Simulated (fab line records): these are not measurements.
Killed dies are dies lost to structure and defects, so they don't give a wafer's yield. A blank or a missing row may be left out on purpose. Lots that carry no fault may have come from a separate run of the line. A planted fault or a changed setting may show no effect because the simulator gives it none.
Split-lot trial -- flow n5 finfet -- route with 1938 steps; 7 lots, 21 wafers read

== THE SPLIT ==
At N5_BEOL_M5_COAT_66 (time 60 s, resist thk 12 nm), the setting spin rpm was moved away from the recipe's 1500 rpm on 6 of the 21 wafers read, by -11.1% to +6.5%. For the rest of the wafers, this setting stayed at what the recipe calls for.

== FROM THE SPLIT TO THE READING: what the file shows between them, 9 steps ==
- N5_BEOL_M5_COAT_22: resist thk 30 nm (also split here: spin rpm)
- N5_BEOL_M5_EBR_24
- N5_BEOL_M5_SOFTBAKE_23: time 60 s
- N5_BEOL_M5_EXPOSE_25: exposes mask V4, defocus 10 nm
- N5_BEOL_M5_PEB_26: peb time 60 s
- N5_BEOL_M5_DEVELOP_27: develop time 30 s
- N5_BEOL_M5_DESCUM_33: chemistry O2, time 7 s
- N5_BEOL_M5_ETCH_75: etches underlayer in N2/H2, target depth 6.5 nm, time 5.2 s
- N5_BEOL_M5_ETCH_67: etches SiARC in CF4, target depth 15.6 nm, time 26 s

== THE READING ==
SiARC_of_BEOL_M5_COAT_66.thk nm (the simulator's own value, which no gauge read), in nm, at N5_BEOL_M5_ETCH_68 (etches SOC in N2/H2, target depth 80 nm, overetch 16 nm, time 120 s). The file does not state a usual value for it. Here, 15 wafers ran the recipe; their average is 6.3 nm with a standard deviation of 0.14 nm.

wafer,"tool, chamber at the split","spin rpm as run, rpm",against the recipe,"SiARC_of_BEOL_M5_COAT_66.thk nm, nm",against lot-mates on the recipe
L074.3,"litho track-03, 0",1500,recipe,6.4,-
L074.6,"litho track-03, 0",1500,recipe,6.4,-
L074.4,"litho track-03, 0",1452,-3.2%,6.6,+0.2
L076.2,"litho track-01, 0",1500,recipe,6.4,-
L076.3,"litho track-01, 0",1598,+6.5%,5.8,-0.7
L076.6,"litho track-01, 0",1500,recipe,6.6,-
L077.2,"litho track-05, 0",1500,recipe,6.4,-
L077.3,"litho track-05, 0",1500,recipe,6.4,-
L077.4,"litho track-05, 0",1500,recipe,6.4,-
L078.1,"litho track-01, 0",1334,-11.1%,7,+0.8
L078.2,"litho track-01, 0",1334,-11.1%,6.8,+0.6
L078.5,"litho track-01, 0",1500,recipe,6.2,-
L079.1,"litho track-03, 0",1500,recipe,6.2,-
L079.3,"litho track-03, 0",1500,recipe,6.4,-
L079.5,"litho track-03, 0",1500,recipe,6,-
L096.1,"litho track-01, 0",1500,recipe,6.2,-
L096.3,"litho track-01, 0",1378,-8.1%,6.8,+0.6
L096.6,"litho track-01, 0",1378,-8.1%,6.8,+0.6
L097.1,"litho track-03, 0",1500,recipe,6.2,-
L097.2,"litho track-03, 0",1500,recipe,6.4,-
L097.6,"litho track-03, 0",1500,recipe,6.4,-

THE FIT
A straight line over all 21 wafers: SiARC_of_BEOL_M5_COAT_66.thk nm changes by -0.0578 nm for each +1% of spin rpm; r = -0.88; the points scatter about the line by 0.14 nm.
The same after taking each lot's own level away (the mean of its wafers on the recipe; 21 wafers): -0.0725 nm for each +1%; r = -0.95; scatter 0.11 nm.
That fit puts the effect of the largest move of spin rpm on the reading at 0.8 nm.
Measured against the standard deviation above, the lots' own levels, which go from 6.20 to 6.50 nm, span 2.1 times it.
In other words, the slope is changed by the lot-to-lot level; the two fits disagree.
Check: with one of the wafers moved furthest among these (-11.1%) left out of the fit, the line predicts +0.774 nm for it against its lot-mates. It came out at +0.8 nm against them.

== THE OTHER SPLITS THESE WAFERS WENT THROUGH ==
These wafers also went through other splits before the reading. Each is held against what the fit with the lots' levels taken away leaves over:
other split on the same wafers,wafers away from the commonest value,r with SiARC_of_BEOL_M5_COAT_66.thk nm (lot level and that fit taken away)
N5_BEOL_M3_DEP_57 time s,5,-0.18
N5_BEOL_M4_ILD_DEP_00 time s,7,+0.09
N5_BEOL_M5_COAT_22 spin rpm,5,+0.05

== THE WHOLE CHAIN: every reading that the file lists as answering this split, in the file's order ==
step,what it does,reading,change (the file's fit),r (the file's)
N5_BEOL_M5_COAT_66,"time 60 s, resist thk 12 nm","SiARC_of_BEOL_M5_COAT_66.thk nm (the simulator's own value, which no gauge read)",-0.0703 nm for each +1% of the setting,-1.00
N5_BEOL_M5_ETCH_67,"etches SiARC in CF4, target depth 15.6 nm, time 26 s","etch.depth nm (the simulator's own value, which no gauge read)",-0.0646 nm for each +1% of the setting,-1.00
N5_BEOL_M5_ETCH_68,"etches SOC in N2/H2, target depth 80 nm, overetch 16 nm, time 120 s","SiARC_of_BEOL_M5_COAT_66.thk nm (the simulator's own value, which no gauge read)",-0.0739 nm for each +1% of the setting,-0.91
N5_BEOL_M5_ETCH_67,"etches SiARC in CF4, target depth 15.6 nm, time 26 s","CAR-EUV_of_BEOL_M5_COAT_22.thk nm (the simulator's own value, which no gauge read)","+0.0431 nm for each +1% of the setting, in a fit together with spin rpm@BEOL_M5_COAT_22",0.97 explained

== FILE'S OWN FIT ==
SiARC_of_BEOL_M5_COAT_66.thk nm changes by -0.0739 nm for each +1% of spin rpm, r = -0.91.
